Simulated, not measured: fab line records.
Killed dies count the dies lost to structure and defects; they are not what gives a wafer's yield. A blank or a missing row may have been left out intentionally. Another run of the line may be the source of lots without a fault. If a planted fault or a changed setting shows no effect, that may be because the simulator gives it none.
Code-filled problem report in 8D (eight disciplines) form :: flow n5-finfet :: the parts of the form that need people (team, actions taken, sign-off) are left out

== 1. WHAT WENT WRONG ==
Wafers without a fault read 13.8 nm, standard deviation 0.53; cd-nm at N5_DUMMY_GATE_CD_MEAS_50 reads a mean of 8.5 nm on 3 wafers belonging to 2 lots. That puts it -10 standard deviations away from the usual mean.
The step: target cd 14 nm.
The first sign was on wafer L773.2 at day 6 15:28, on cd-sem-01. At this step, 24 wafers from 8 lots have a number in the record. The rule behind "out" and "out of limits": a value lying over 4 standard deviations away from the usual mean. The rest of the wafers with a number are treated as sound.

== 2. WHAT IT IS, AND WHAT IT ISN'T ==
question: which readings at this step
is: cd-nm
is not: -

question: which lots
is: L773, L775
is not: L758, L761, L763, L778, L780, L781

question: which wafers of those lots
is: L773.2, L775.1, L775.2
is not: L773.4, L773.6, L775.4

question: read on which gauges
is: cd-sem-01, cd-sem-02
is not: cd-sem-03

question: when
is: from day 6 15:28
is not: up to then (11 sound wafers); but 10 sound wafers of L775, L778, L780, L781 came after

== 3. THE SUSPECTS, EACH WITH WHAT RULES IT OUT ==
Counting: if a tool at a process step up to the reading ran every lot that is out, it stays a suspect. Sound lots after the first of them don't rule it out here, since some wafers of a struck lot are sound.
- the gauge at N5_DUMMY_GATE_CD_MEAS_50 is ruled out. The wafers that are out were read on 2 gauges (cd-sem-01, cd-sem-02).
- rie-si-05 at N5_DUMMY_GATE_TRIM_49 (chemistry O2, time 29 s, target cd 14 nm): kept. It processed each lot that is out (first: L773, day 6 15:19); up to then, its last sound lot is L763 (day 4 09:48). Its own oes-product-au readings are out on those wafers.
The count leaves rie-si-05 at N5_DUMMY_GATE_TRIM_49.

== 4. THE CAUSE (what the simulator had put in) ==
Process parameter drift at N5_DUMMY_GATE_TRIM_49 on rie-si-05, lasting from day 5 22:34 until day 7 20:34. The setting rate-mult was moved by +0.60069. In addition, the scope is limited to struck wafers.
Counting left only this tool.

== 5. THE EFFECT CHAIN, in route order ==
Each row: a reading whose mean over the struck wafers that have a number lies more than 3 standard deviations from the usual. Only readings for which the record gives a usual standard deviation are gone through. hours: the time from each lot's start at the first step in this table that gives one to its start at this step, as a median over the lots. sigmas: the change in usual standard deviations.
hours: 0
step: N5_DUMMY_GATE_TRIM_49
reading: oes-product-au
usual: 1.006 a.u.
on struck wafers: 1.371
change: +0.365
sigmas: +17

hours: 0
step: N5_DUMMY_GATE_CD_MEAS_50
reading: cd-nm
usual: 13.8 nm
on struck wafers: 8.5
change: -5.3
sigmas: -10

hours: 1
step: N5_DUMMY_GATE_CD_MEAS_24
reading: cd-nm
usual: 14.8 nm
on struck wafers: 9.5
change: -5.3
sigmas: -9.5

hours: 288
step: N5_PASSIVATION_PROBE_49
reading: defect-limited-yield
usual: 91.4 %
on struck wafers: 0.0
change: -91.4
sigmas: -65

hours: 288
step: N5_PASSIVATION_PROBE_49
reading: killed-at-front-end
usual: 38
on struck wafers: 1124
change: +1086
sigmas: +99

hours: 288
step: N5_PASSIVATION_PROBE_49
reading: killed-dies
usual: 102
on struck wafers: 1180
change: +1078
sigmas: +63

hours: 288
step: N5_PASSIVATION_PROBE_49
reading: killed-on-rim
usual: 14
on struck wafers: 152
change: +138
sigmas: +35

hours: 288
step: N5_PASSIVATION_PROBE_49
reading: sort_bin_5_function
usual: 5.1 %
on struck wafers: 96.6
change: +91.5
sigmas: +91

hours: 288
step: N5_PASSIVATION_PROBE_49
reading: sort-n-pass
usual: 1076
on struck wafers: 0
change: -1076
sigmas: -57

hours: 288
step: N5_PASSIVATION_PROBE_49
reading: sort-yield-pct
usual: 91.2 %
on struck wafers: 0.0
change: -91.2
sigmas: -57
It contains these process steps:
- N5_DUMMY_GATE_TRIM_49: chemistry O2, time 29 s, target cd 14 nm.
- N5_PASSIVATION_PROBE_49

== 6. WHAT WOULD HAVE CAUGHT IT SOONER ==
In this record the first reading out of limits at a measuring or inspecting step was taken at day 6 15:28, 17 hours after the fault began at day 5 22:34.
At N5_DUMMY_GATE_TRIM_49, the tool's own readings (oes-product-au) were out on each struck wafer the step has a row for, so an alarm limit on them would have fired on the first such wafer.
Of the lots that are out (2), L775 began N5_DUMMY_GATE_TRIM_49 on rie-si-05 after day 6 15:28. It would have been spared by a hold on the tool at that moment.
